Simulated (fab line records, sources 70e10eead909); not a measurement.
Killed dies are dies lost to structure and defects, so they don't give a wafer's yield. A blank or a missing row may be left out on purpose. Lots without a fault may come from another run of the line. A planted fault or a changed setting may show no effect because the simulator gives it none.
A struck lot beside a sound one | flow nand_harc | 28 steps out of a route of 1302
Sound: wafers L865.1, L865.3, L865.6. Struck: wafers L872.1, L872.3, L872.4. The cause comes at the end.
At each step with rows: each side's tool, then ch and its chambers, then its first start. Under that, the readings that differ: sound wafers | struck wafers | difference of the means | sigmas: that difference in standard deviations of wafers without a fault.
alike: readings whose means differ by less than 2 such deviations, and words and numbers that are the same on both sides. not compared: withheld readings, readings that some wafer has no value for, bounds like >300 that may hide the same value, and numbers for which the record gives no deviation and whose values overlap.
The two part at a step that has a row with sigmas, a row that says differs or no value, or rows on one side only. Numbers that don't overlap but have no deviation are shown without sigmas and don't part them. A reading that every wafer of one side lacks parts them only if that side has two wafers or more.

first, 1 step without rows for these wafers: NHARC_A_CONTACT_ETCH_132 (etches the open film in C4F8/O2/Ar, time 197 s, target depth 1924 nm).
NHARC_A_CONTACT_ETCH_133: etches the open film in C4F8/O2/Ar, time 374 s, target depth 1610 nm.
  sound on har_cap_etch-03 ch 0,1, day 25 02:08; struck on har_cap_etch-01 ch 0,1, day 28 17:50
  alike: oes_air_line_au
  not compared: rf_hours_counter_h
NHARC_A_CONTACT_ETCH_91: etches the open film in CH3F/O2, target depth 40 nm, time 85.7 s.
  sound on rie_diel-11 ch 0,3, day 25 02:52; struck on rie_diel-12 ch 1,2,3, day 28 18:34
  alike: drypump_motor_current_A, oes_product_au, rf_vpp_V, showerhead_plenum_p_Torr, throttle_valve_pct
  not compared: rf_hours_counter_h
then, 1 step without rows for these wafers: NHARC_A_CONTACT_ETCH_97 (etches the open film in C4F6/O2, target depth 20 nm, time 10 s).
NHARC_A_CONTACT_CD_MEAS_80:
  sound on cd_sem-03, day 25 03:05; struck on cd_sem-03, day 28 18:52
  alike: cd_nm
then, 4 steps without rows for these wafers: NHARC_A_CONTACT_STRIP_103 (strips in N2/H2); NHARC_A_CONTACT_STRIP_104 (strips in CF4/CHF3); NHARC_A_CONTACT_STRIP_105 (strips in O2/COS); NHARC_A_CONTACT_ETCH_106 (etches the open film in CF4/O2, target depth 90 nm, overetch 9 nm, time 49.5 s).
NHARC_A_CONTACT_STRIP_82: strips in O2.
  sound on rie_diel-12 ch 2,3; struck on rie_diel-07 ch 1,2,3
  alike: drypump_motor_current_A, oes_product_au, rf_vpp_V, showerhead_plenum_p_Torr, throttle_valve_pct
  not compared: rf_hours_counter_h
then, 1 step without rows for these wafers: NHARC_A_CONTACT_STRIP_83 (strips in post etch residue remover, time 600 s).
NHARC_A_CONTACT_DEP_84: deposits aC, target thk 2800 nm.
  sound on acl_dep-02 ch 0, day 25 05:33; struck on acl_dep-02 ch 0, day 29 02:05
  alike: throttle_valve_pct
NHARC_A_CONTACT_DEP_85: deposits SiON, target thk 60 nm.
  sound on pecvd-01 ch 1,2, day 25 07:17; struck on pecvd-04 ch 0,1,2, day 29 03:49
  alike: chamber_pressure_Torr, heater_power_w
then, 10 steps without rows for these wafers: NHARC_A_CONTACT_DEHYDRATE_00 (time 120 s); NHARC_A_CONTACT_HMDS_01 (time 30 s); NHARC_A_CONTACT_COAT_86 (time 75 s); NHARC_A_CONTACT_COAT_87 (time 65 s); NHARC_A_CONTACT_COAT_02 (resist thk 90 nm); NHARC_A_CONTACT_SOFTBAKE_03 (time 55 s); NHARC_A_CONTACT_EBR_04; NHARC_A_CONTACT_EXPOSE_05 (exposes mask A CC); NHARC_A_CONTACT_PEB_06 (peb time 65 s); NHARC_A_CONTACT_DEVELOP_07 (develop time 35 s).
NHARC_A_CONTACT_CD_MEAS_08: target cd 200 nm.
  sound on cd_sem-01 ch 0, day 25 07:53; struck on cd_sem-01 ch 0, day 29 04:32
  alike: cd_nm
NHARC_A_CONTACT_OVL_MEAS_09:
  sound on overlay-02, day 25 07:58; struck on overlay-02, day 29 04:37
  alike: overlay_x_nm, overlay_y_nm
NHARC_A_CONTACT_INSPECT_10:
  sound on defect_inspect-02, day 25 08:00; struck on defect_inspect-01, day 29 04:40
  reading          | sound    | struck      | difference | sigmas
  raw_defect_count | 84 69 71 | 733 692 747 | +649       | +19
NHARC_A_CONTACT_DESCUM_13: chemistry O2, time 3 s.
  sound on rie_diel-07 ch 0,2,3, day 25 08:04; struck on rie_diel-11 ch 2,3, day 29 04:44
  alike: drypump_motor_current_A, oes_product_au, rf_vpp_V, showerhead_plenum_p_Torr, throttle_valve_pct
  not compared: rf_hours_counter_h
NHARC_END_SORT_01:
  the record has rows for the struck wafers here (prober-02 ch 0, day 31 03:28) and none for the sound ones

WHERE THEY PART
First at NHARC_A_CONTACT_INSPECT_10; last, within this record, at NHARC_END_SORT_01.

WHY: what the simulator had put in
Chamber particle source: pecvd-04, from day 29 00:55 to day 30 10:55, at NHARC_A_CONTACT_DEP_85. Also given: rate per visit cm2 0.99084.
